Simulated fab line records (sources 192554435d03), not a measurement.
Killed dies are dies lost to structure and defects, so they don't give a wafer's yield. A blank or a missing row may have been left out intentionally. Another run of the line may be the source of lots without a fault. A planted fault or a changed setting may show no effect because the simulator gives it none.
Which of the tools did it? / flow n5_finfet / 12 lots with 36 wafers sampled at 4 steps, on a route of 1938 steps

## WHAT THE GAUGES SHOWED, per wafer
N5_BEOL_M7_CD_MEAS_35: the cd target is 40 nm.
lot=L074; measured=day 9 03:38; on=cd_sem-03; cd_nm (nm)=40.0 40.2 39.2
lot=L077; measured=day 9 17:07; on=cd_sem-01; cd_nm (nm)=39.5 38.9 39.9
lot=L078; measured=day 10 05:26; on=cd_sem-03; cd_nm (nm)=40.6 39.2 39.9
lot=L081; measured=day 10 10:07; on=cd_sem-02; cd_nm (nm)=40.1 39.6 38.6
lot=L083; measured=day 10 23:05; on=cd_sem-02; cd_nm (nm)=39.2 37.3 38.5
lot=L087; measured=day 12 07:48; on=cd_sem-02; cd_nm (nm)=40.0 41.0 39.3
lot=L086; measured=day 12 10:47; on=cd_sem-02; cd_nm (nm)=39.5 39.1 38.3
lot=L089; measured=day 13 06:22; on=cd_sem-03; cd_nm (nm)=39.8 39.1 39.1
lot=L090; measured=day 13 08:21; on=cd_sem-02; cd_nm (nm)=39.4 38.8 40.4
lot=L093; measured=day 13 09:34; on=cd_sem-02; cd_nm (nm)=39.6 39.8 38.7
lot=L095; measured=day 14 10:49; on=cd_sem-03; cd_nm (nm)=39.9 40.6 41.9
lot=L097; measured=day 15 05:38; on=cd_sem-01; cd_nm (nm)=39.7 38.5 39.4

## TOOL THAT RAN EACH LOT (tool first, then ch and the chambers of the sampled wafers, then the start)
lot=L074; N5_BEOL_M7_CURE_74=uv_cure-03 ch 1, day 8 21:21; N5_BEOL_M7_STRIP_67=rie_diel-06 ch 0,1,2, day 9 01:07; N5_BEOL_M7_HM_OPEN_17=rie_metal-01 ch 0,1, day 9 01:10
lot=L077; N5_BEOL_M7_CURE_74=uv_cure-03 ch 2, day 9 12:55; N5_BEOL_M7_STRIP_67=rie_diel-06 ch 1,2,3, day 9 15:46; N5_BEOL_M7_HM_OPEN_17=rie_metal-01 ch 0,1, day 9 15:50
lot=L078; N5_BEOL_M7_CURE_74=uv_cure-01 ch 2, day 10 02:35; N5_BEOL_M7_STRIP_67=rie_diel-06 ch 0,1,3, day 10 03:54; N5_BEOL_M7_HM_OPEN_17=rie_metal-02 ch 1, day 10 03:56
lot=L081; N5_BEOL_M7_CURE_74=uv_cure-01 ch 0, day 10 05:38; N5_BEOL_M7_STRIP_67=rie_diel-01 ch 0,2,3, day 10 08:38; N5_BEOL_M7_HM_OPEN_17=rie_metal-03 ch 0,1, day 10 08:40
lot=L083; N5_BEOL_M7_CURE_74=uv_cure-03 ch 0, day 10 18:57; N5_BEOL_M7_STRIP_67=rie_diel-02 ch 0,2,3, day 10 20:40; N5_BEOL_M7_HM_OPEN_17=rie_metal-03 ch 0,1, day 10 20:42
lot=L087; N5_BEOL_M7_CURE_74=uv_cure-02 ch 0, day 12 03:00; N5_BEOL_M7_STRIP_67=rie_diel-02 ch 0,1, day 12 05:47; N5_BEOL_M7_HM_OPEN_17=rie_metal-03 ch 0,1, day 12 05:52
lot=L086; N5_BEOL_M7_CURE_74=uv_cure-03 ch 2, day 12 07:27; N5_BEOL_M7_STRIP_67=rie_diel-01 ch 2,3, day 12 09:16; N5_BEOL_M7_HM_OPEN_17=rie_metal-03 ch 0, day 12 09:19
lot=L089; N5_BEOL_M7_CURE_74=uv_cure-03 ch 2, day 13 03:18; N5_BEOL_M7_STRIP_67=rie_diel-01 ch 0,2, day 13 04:55; N5_BEOL_M7_HM_OPEN_17=rie_metal-01 ch 0,1, day 13 04:59
lot=L090; N5_BEOL_M7_CURE_74=uv_cure-01 ch 2, day 13 05:41; N5_BEOL_M7_STRIP_67=rie_diel-06 ch 0,1,2, day 13 07:07; N5_BEOL_M7_HM_OPEN_17=rie_metal-03 ch 0,1, day 13 07:09
lot=L093; N5_BEOL_M7_CURE_74=uv_cure-01 ch 0, day 13 06:29; N5_BEOL_M7_STRIP_67=rie_diel-02 ch 0,1,3, day 13 08:12; N5_BEOL_M7_HM_OPEN_17=rie_metal-03 ch 0,1, day 13 08:15
lot=L095; N5_BEOL_M7_CURE_74=uv_cure-01 ch 1, day 14 04:40; N5_BEOL_M7_STRIP_67=rie_diel-01 ch 0,1,3, day 14 06:59; N5_BEOL_M7_HM_OPEN_17=rie_metal-02 ch 0,1, day 14 07:02
lot=L097; N5_BEOL_M7_CURE_74=uv_cure-03 ch 1, day 14 22:15; N5_BEOL_M7_STRIP_67=rie_diel-01 ch 1,2,3, day 15 02:04; N5_BEOL_M7_HM_OPEN_17=rie_metal-02 ch 1, day 15 02:07
- N5_BEOL_M7_CURE_74: cures SiCOH lowk, time 240 s.
- N5_BEOL_M7_STRIP_67: strips in CF4.
- N5_BEOL_M7_HM_OPEN_17: chemistry Cl2/BCl3, target TiN, target depth 20 nm, overetch 6 nm.

## THE ANSWER, worked out from the rows above alone
Rule: usual is defined by the lots themselves. The widest of any qualifying gaps counts: lots, ordered by their means at a reading, are off when they make up no more than a third of the lots, leave a main group of 4 or more, and stand apart from it by 3 or more times the standard deviation of that group's means. If all means in a main group match to the digits the tables above print for the reading, that group is not used. A lot without any number at a reading at which 4 lots or more have one is off too. All remaining lots with rows at the step are treated as sound.
No lot is off on any of the readings shown, so nothing can be concluded from this.

## WHAT THE SIMULATOR HAD PUT IN
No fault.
